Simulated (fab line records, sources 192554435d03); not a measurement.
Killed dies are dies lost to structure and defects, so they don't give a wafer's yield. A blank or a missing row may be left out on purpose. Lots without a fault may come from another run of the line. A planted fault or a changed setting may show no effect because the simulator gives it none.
Chamber matching | flow n5_finfet | N5_BEOL_M11_STRIP_36 on rie_diel-03: 4 sister chambers
The step strips in N2/H2. 14 wafers are shown with their chamber, then 7 later ones without.

WAFERS WITH THEIR CHAMBER
wafer  | chamber | showerhead_plenum_p_Torr (Torr) | drypump_motor_current_A (A) | throttle_valve_pct (%)
L076.1 | 0       | 2.61                            | 5.7                         | 24.0
L076.4 | 1       | 2.43                            | 5.7                         | 24.1
L076.5 | 1       | 2.43                            | 5.7                         | 24.1
L077.1 | 1       | 2.43                            | 5.7                         | 24.2
L077.4 | 2       | 2.58                            | 5.3                         | 23.7
L077.6 | 1       | 2.43                            | 5.8                         | 24.1
L081.1 | 1       | 2.43                            | 5.7                         | 24.1
L081.2 | 3       | 2.52                            | 5.1                         | 23.9
L081.5 | 0       | 2.60                            | 5.6                         | 24.0
L090.3 | 0       | 2.60                            | 5.7                         | 23.5
L090.4 | 2       | 2.57                            | 5.3                         | 23.3
L090.6 | 1       | 2.42                            | 5.7                         | 24.1
L091.1 | 3       | 2.51                            | 5.1                         | 23.8
L091.5 | 1       | 2.42                            | 5.8                         | 24.2

SIGNATURES (means of the wafers above)
reading                  | chamber 0 | chamber 1 | chamber 2 | chamber 3 | scatter within a chamber
showerhead_plenum_p_Torr | 2.6033    | 2.4271    | 2.5750    | 2.5150    | 0.00556
drypump_motor_current_A  | 5.667     | 5.729     | 5.300     | 5.100     | 0.0458
throttle_valve_pct       | 23.833    | 24.129    | 23.500    | 23.850    | 0.163
Rule: a wafer's distance from a chamber is the root of the sum, over the readings, of the square of ((its reading less the chamber's mean) divided by the reading's scatter). The wafer belongs to the nearest chamber; if the next one is less than 2 further off, it can't be placed. The scatter: the root of (the sum of the squares of (reading less its chamber's mean) over the shown wafers, divided by (wafers less chambers)).

WAFERS WITHOUT THEIR CHAMBER
wafer  | showerhead_plenum_p_Torr (Torr) | drypump_motor_current_A (A) | throttle_valve_pct (%)
L091.6 | 2.57                            | 5.3                         | 23.2
L094.2 | 2.59                            | 5.6                         | 23.5
L094.4 | 2.42                            | 5.7                         | 24.1
L094.5 | 2.59                            | 5.7                         | 23.5
L092.1 | 2.41                            | 5.7                         | 24.2
L092.3 | 2.59                            | 5.7                         | 23.5
L092.4 | 2.57                            | 5.3                         | 23.3

WHICH CHAMBER EACH WENT THROUGH
wafer  | from the rows above | in truth
L091.6 | 2                   | 2
L094.2 | 0                   | 0
L094.4 | 1                   | 1
L094.5 | 0                   | 0
L092.1 | 1                   | 1
L092.3 | 0                   | 0
L092.4 | 2                   | 2
Placed correctly: 7 of 7. Can't be placed from these rows: 0. Placed wrongly: 0.
